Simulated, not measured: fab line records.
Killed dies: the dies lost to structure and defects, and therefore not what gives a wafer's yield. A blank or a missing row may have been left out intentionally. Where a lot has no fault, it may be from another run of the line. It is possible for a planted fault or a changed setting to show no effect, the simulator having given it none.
Struck lot and sound lot, side by side + flow nandHarc + 17 out of 1302 route steps
Sound: these wafers, L818.1, L818.3, L818.6. Struck: wafers L824.4, L824.5. (L824.6 of the same lot was not struck and is left out.) The cause comes at the end.
For every step that has rows: the tool of each side, followed by ch and its chambers, followed by its first start. Under that, the readings that differ: sound wafers + struck wafers + difference of the means + sigmas: that difference in standard deviations of wafers without a fault.
alike: readings whose means differ by less than 2 such deviations, and words and numbers that are the same on both sides. not compared: withheld readings, readings that some wafer has no value for, bounds like >300 that may hide the same value, and numbers for which the record gives no deviation and whose values overlap.
The two part at a step that has a row with sigmas, a row that says differs or no value, or rows on one side only. Numbers that don't overlap but have no deviation are shown without sigmas and don't part them. Lack of a reading on every wafer of one side parts them only where that side has two or more wafers.

NHARC_A_M0_OVL_MEAS_10: pitch 160 nm.
  sound on overlay-01, day 25 00:31; struck on overlay-02, day 27 02:16
  alike: overlayXNm, overlayYNm
NHARC_A_M0_INSPECT_11:
  sound on defectInspect-02, day 25 00:34; struck on defectInspect-01, day 27 02:18
  alike: rawDefectCount
then, 2 steps without rows for these wafers: NHARC_A_M0_DESCUM_14 (chemistry O2, time 3 s); NHARC_A_M0_ETCH_34 (etches the open film in N2/H2, target depth 40 nm, overetch 12 nm, time 43.94 s).
NHARC_A_M0_ETCH_15: etches the open film in C4F8/Ar, target depth 150 nm, overetch 15 nm, time 82.5 s.
  sound: rieDiel-09 ch 2,3; struck: rieDiel-09 ch 1,2
  alike: chamberPressureMTorr, oesProductAu, rfVppV
  not compared: rfHoursCounterH
NHARC_A_M0_CD_MEAS_16:
  sound on cdSem-01, day 25 00:55; struck on cdSem-01, day 27 02:40
  alike: cdNm
then, 2 steps without rows for these wafers: NHARC_A_M0_STRIP_18 (strips in N2/H2); NHARC_A_M0_STRIP_19 (strips in post etch residue remover, time 600 s).
NHARC_A_M0_DEGAS_28: time 60 s.
  sound on pvdSputter-03, day 25 01:32; struck on pvdSputter-03, day 27 03:17
  alike: heaterPowerW
NHARC_A_M0_PRE_CLEAN_29: time 30 s.
  sound on pvdSputter-03; struck on pvdSputter-03
  alike: heaterPowerW
NHARC_A_M0_PVD_20: deposits TaN, target thk 5 nm, time 8.06 s.
  sound on pvdSputter-03; struck on pvdSputter-03
  alike: chamberPressurePa, throttleValvePct
NHARC_A_M0_PVD_21: deposits Cu, target thk 30 nm, time 20.49 s.
  sound on pvdSputter-03; struck on pvdSputter-03
  alike: chamberPressurePa, throttleValvePct
NHARC_A_M0_ECD_22: material Cu, target thk 400 nm.
  sound on ecdCu-01 ch 0,1, day 25 01:54; struck on ecdCu-01 ch 0,1, day 27 03:58
then, 1 step without rows for these wafers: NHARC_A_M0_ANNEAL_30 (time 90 s).
NHARC_A_M0_CMP_23: polishes, t overpolish 20 s, target thk 113.75 nm.
  sound on cmp-03 ch 2,3, day 25 02:38; struck on cmp-03 ch 1,2, day 27 04:43
| reading             | sound          | struck   | difference | sigmas |
|---------------------|----------------|----------|------------|--------|
| timeToEndpointS (s) | 29.2 22.9 25.5 | 11.5 7.7 | -16.3      | -6     |
  alike: motorCurrentA
NHARC_A_M0_THK_MEAS_24: measures by xrf.
  sound on filmMetro-02, day 25 02:56; struck on filmMetro-02, day 27 04:57
  alike: thkNm
NHARC_END_SORT_01:
  sound on prober-01 ch 0, day 26 16:25; struck on prober-02 ch 0, day 28 22:55
  alike: defectLimitedYield, killedAtArray, killedAtOther, killedAtPeriphery, killedDies, killedOpen, killedShort, sort_bin_2_pct, sort_bin_3_pct, sort_bin_4_pct, sortNPass, sortRimYieldPct, sortYieldPct

## WHERE THEY PART
Within this record, at NHARC_A_M0_CMP_23 only. Later steps at which nothing parts them and some readings are alike: NHARC_A_M0_THK_MEAS_24, NHARC_END_SORT_01.

WHY: whatever the simulator had introduced
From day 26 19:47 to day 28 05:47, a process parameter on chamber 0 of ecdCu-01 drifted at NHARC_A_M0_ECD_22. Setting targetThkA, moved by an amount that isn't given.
